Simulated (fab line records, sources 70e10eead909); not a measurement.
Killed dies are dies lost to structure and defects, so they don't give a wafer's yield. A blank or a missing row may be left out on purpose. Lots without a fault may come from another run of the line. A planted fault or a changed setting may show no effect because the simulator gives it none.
A struck lot beside a sound one | flow nand_harc | 30 steps out of a route of 1302
Sound: wafers L937.1, L937.3, L937.6. Struck: wafer L928.2. (L928.1, L928.5 of the same lot were not struck and are left out.) The cause comes at the end.
At each step with rows: each side's tool, then ch and its chambers, then its first start. Under that, the readings that differ: sound wafers | struck wafers | difference of the means | sigmas: that difference in standard deviations of wafers without a fault.
alike: readings whose means differ by less than 2 such deviations, and words and numbers that are the same on both sides. not compared: withheld readings, readings that some wafer has no value for, bounds like >300 that may hide the same value, and numbers for which the record gives no deviation and whose values overlap.
The two part at a step that has a row with sigmas, a row that says differs or no value, or rows on one side only. Numbers that don't overlap but have no deviation are shown without sigmas and don't part them. A reading that every wafer of one side lacks parts them only if that side has two wafers or more.

first, 9 steps without rows for these wafers: NHARC_A_CHANNEL_HOLE_D1_SOFTBAKE_05 (time 55 s); NHARC_A_CHANNEL_HOLE_D1_EBR_06; NHARC_A_CHANNEL_HOLE_D1_EXPOSE_07 (exposes mask HOLE D1, target cd 100 nm); NHARC_A_CHANNEL_HOLE_D1_PEB_08 (peb time 65 s); NHARC_A_CHANNEL_HOLE_D1_DEVELOP_09 (develop time 35 s); NHARC_A_CHANNEL_HOLE_D1_DESCUM_15 (chemistry O2, time 3 s); NHARC_A_CHANNEL_HOLE_D1_ETCH_38 (etches the open film in CF4, target depth 39 nm, time 65 s); NHARC_A_CHANNEL_HOLE_D1_ETCH_39 (etches the open film in N2/H2, target depth 260 nm, time 325 s); NHARC_A_CHANNEL_HOLE_D1_ETCH_34 (etches the open film in CF4/CHF3, target depth 154 nm, time 77 s).
NHARC_A_CHANNEL_HOLE_D1_ETCH_16: etches the open film in O2/COS, target depth 3100 nm, time 806 s.
  sound on rie_diel-11 ch 1,3, day 17 17:49; struck on rie_diel-11 ch 2, day 14 14:52
  alike: drypump_motor_current_A, o2_flow_sccm, oes_product_au, rf_vpp_V, showerhead_plenum_p_Torr, throttle_valve_pct
  not compared: rf_hours_counter_h
then, 17 steps without rows for these wafers: NHARC_A_CHANNEL_HOLE_D1_ETCH_19 (etches the open film in C4F8/O2/Ar, time 34.5 s); NHARC_A_CHANNEL_HOLE_D1_ETCH_20 (etches the open film in C4F8/O2/Ar, time 361.9 s, target depth 1600 nm); NHARC_A_CHANNEL_HOLE_D1_ETCH_21 (etches the open film in C4F8/O2/Ar, time 514.3 s, target depth 1600 nm); NHARC_A_CHANNEL_HOLE_D1_ETCH_22 (etches the open film in C4F8/O2/Ar, time 666.7 s, target depth 1600 nm); NHARC_A_CHANNEL_HOLE_D1_ETCH_23 (etches the open film in C4F8/O2/Ar, time 819 s, target depth 1600 nm); NHARC_A_CHANNEL_HOLE_D1_ETCH_24 (etches the open film in C4F8/O2/Ar, time 906.2 s, target depth 1500 nm); NHARC_A_CHANNEL_HOLE_D1_ETCH_25 (etches the open film in C4F8/O2/Ar, time 1040.2 s, target depth 1500 nm); NHARC_A_CHANNEL_HOLE_D1_ETCH_26 (etches the open film in C4F8/O2/Ar, time 224.1 s, target depth 300 nm); NHARC_A_CHANNEL_HOLE_D1_ETCH_33 (etches the open film in C4F8/O2/Ar, time 90 s, target depth 400 nm); NHARC_A_CHANNEL_HOLE_D1_STRIP_41 (strips in N2/H2); NHARC_A_CHANNEL_HOLE_D1_STRIP_42 (strips in CF4/CHF3); NHARC_A_CHANNEL_HOLE_D1_STRIP_43 (strips in O2/COS); NHARC_A_CHANNEL_HOLE_D1_ETCH_44 (etches the open film in CF4/O2, target depth 140 nm, overetch 14 nm, time 77 s); NHARC_A_CHANNEL_HOLE_D1_STRIP_27 (strips in O2); NHARC_A_CHANNEL_HOLE_D1_PRECLEAN_28 (cleans in SC1); NHARC_A_CHANNEL_HOLE_D1_SRD_29; NHARC_A_CHANNEL_HOLE_D1_XSEM_31.
NHARC_A_CHANNEL_HOLE_D1_INSPECT_40:
  sound on defect_inspect-02, day 18 01:13; struck on defect_inspect-02, day 14 21:10
  reading          | sound    | struck | difference | sigmas
  raw_defect_count | 61 48 48 | 423    | +371       | +14
then, 1 step without rows for these wafers: NHARC_A_CHANNEL_FILL_D1_PRECLEAN_00 (cleans in SC1).
-- the record jumps here: 16 days lie between the struck wafers' starts before and after (it left off in module A_CHANNEL_FILL_D1 and takes up again in module END, whose first step shown is number 1302 of the route) --
NHARC_END_SORT_01:
  the record has rows for the struck wafers here (prober-01 ch 0, day 30 15:42) and none for the sound ones

WHERE THEY PART
First at NHARC_A_CHANNEL_HOLE_D1_INSPECT_40; last, within this record, at NHARC_END_SORT_01.

WHY: what the simulator had put in
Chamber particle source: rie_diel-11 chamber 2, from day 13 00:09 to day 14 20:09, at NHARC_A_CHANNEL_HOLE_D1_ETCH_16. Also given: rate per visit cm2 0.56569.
